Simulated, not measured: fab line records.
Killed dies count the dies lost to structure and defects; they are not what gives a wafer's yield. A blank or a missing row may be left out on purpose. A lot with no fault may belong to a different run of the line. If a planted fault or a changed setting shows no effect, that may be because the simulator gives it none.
A struck lot beside a sound one | flow n5-finfet | 15 steps out of a route of 1938
Sound: wafers L649.1, L649.4, L649.6. Wafers struck: L662.1, L662.2, L662.5. At the end, the cause is stated.
Order at every step that has rows: each side's tool, ch and its chambers, its first start. Under that, the readings that differ: sound wafers | struck wafers | difference of the means | sigmas: that difference in standard deviations of wafers without a fault.
alike: a reading whose means differ by less than 2 such deviations, as well as words and numbers matching on both sides. not compared: withheld readings; readings where some wafer has no value; bounds like >300 that might hide an equal value; numbers whose values overlap and for which the record gives no deviation.
A row with sigmas, a row that says differs or no value, or rows on one side alone: a step with any of these is where the two part. Numbers that have no deviation but don't overlap get no sigmas and don't part them. A reading missing from all wafers of one side parts the sides only when that side holds two or more wafers.

first, 7 steps without rows for these wafers: N5_HKMG_FIN_COAT_42 (time 60 s, resist thk 35 nm); N5_HKMG_FIN_COAT_43 (resist thk 90 nm); N5_HKMG_FIN_EBR_45; N5_HKMG_FIN_SOFTBAKE_44 (time 60 s); N5_HKMG_FIN_EXPOSE_46 (exposes mask NDIPOLE); N5_HKMG_FIN_PEB_47 (peb time 60 s); N5_HKMG_FIN_DEVELOP_48 (develop time 30 s).
N5_HKMG_FIN_CD_MEAS_49 targets a cd of 202 nm.
  sound on cd-sem-03 ch 0, day 4 02:59; struck on cd-sem-03 ch 0, day 7 06:35
  alike: cd-nm
N5_HKMG_FIN_OVL_MEAS_50:
  sound on overlay-01 ch 0, day 4 03:02; struck on overlay-02 ch 0, day 7 06:37
  alike: NDIPOLE_OVL
N5_HKMG_FIN_INSPECT_61: inspects for defects (macro).
  sound on defect-inspect-02 at day 4 03:03; struck on defect-inspect-02 at day 7 06:39
  alike: raw-defect-count
N5_HKMG_FIN_DESCUM_53: chemistry O2, time 7.9 s.
  sound on rie-diel-04 ch 2,3, day 4 03:05; struck on rie-diel-01 ch 0,1,2, day 7 06:41
  alike: drypump-motor-current-A, oes-product-au, rf-vpp-V, showerhead-plenum-p-Torr, temp-c, throttle-valve-pct
  not compared: rf-hours-counter-h
N5_HKMG_FIN_ETCH_54: etches SiARC in CF4, target depth 45.5 nm, time 75.8 s.
  sound on rie-diel-04 ch 2,3, day 4 03:07; struck on rie-diel-01 ch 0,1,2, day 7 06:43
  reading                | sound             | struck            | difference | sigmas
  throttle-valve-pct (%) | 15.65 16.05 16.04 | 15.43 15.74 15.37 | -0.40      | -3
  alike: drypump-motor-current-A, etch-rf-on-time-s, mfc-ar-sccm, oes-product-au, rf-vpp-V, showerhead-plenum-p-Torr
  not compared: rf-hours-counter-h
N5_HKMG_FIN_ETCH_55: etches SOC in N2/H2, target depth 240 nm, time 300 s.
  sound on rie-diel-04 ch 2,3, day 4 03:10; struck on rie-diel-01 ch 0,1,2, day 7 06:46
  reading                     | sound             | struck            | difference | sigmas
  drypump-motor-current-A (A) | 5.6 4.7 4.8       | 5.8 6.3 5.6       | +0.9       | +2
  h2-flow-sccm (sccm)         | 200.0 200.6 201.5 | 219.7 219.6 220.4 | +19.2      | +31
  alike: oes-product-au, rf-vpp-V, showerhead-plenum-p-Torr, temp-c, throttle-valve-pct
  not compared: rf-hours-counter-h
then, 1 step without rows for these wafers: N5_HKMG_FIN_STRIP_56 (strips in N2/H2).
N5_PASSIVATION_PROBE_49:
  the record holds rows for the sound wafers here (prober-01, day 12 21:59) but none for the struck ones

WHERE THEY PART
At N5_HKMG_FIN_ETCH_54 first; at N5_PASSIVATION_PROBE_49 last (within this record only).

WHY: the cause the simulator had injected
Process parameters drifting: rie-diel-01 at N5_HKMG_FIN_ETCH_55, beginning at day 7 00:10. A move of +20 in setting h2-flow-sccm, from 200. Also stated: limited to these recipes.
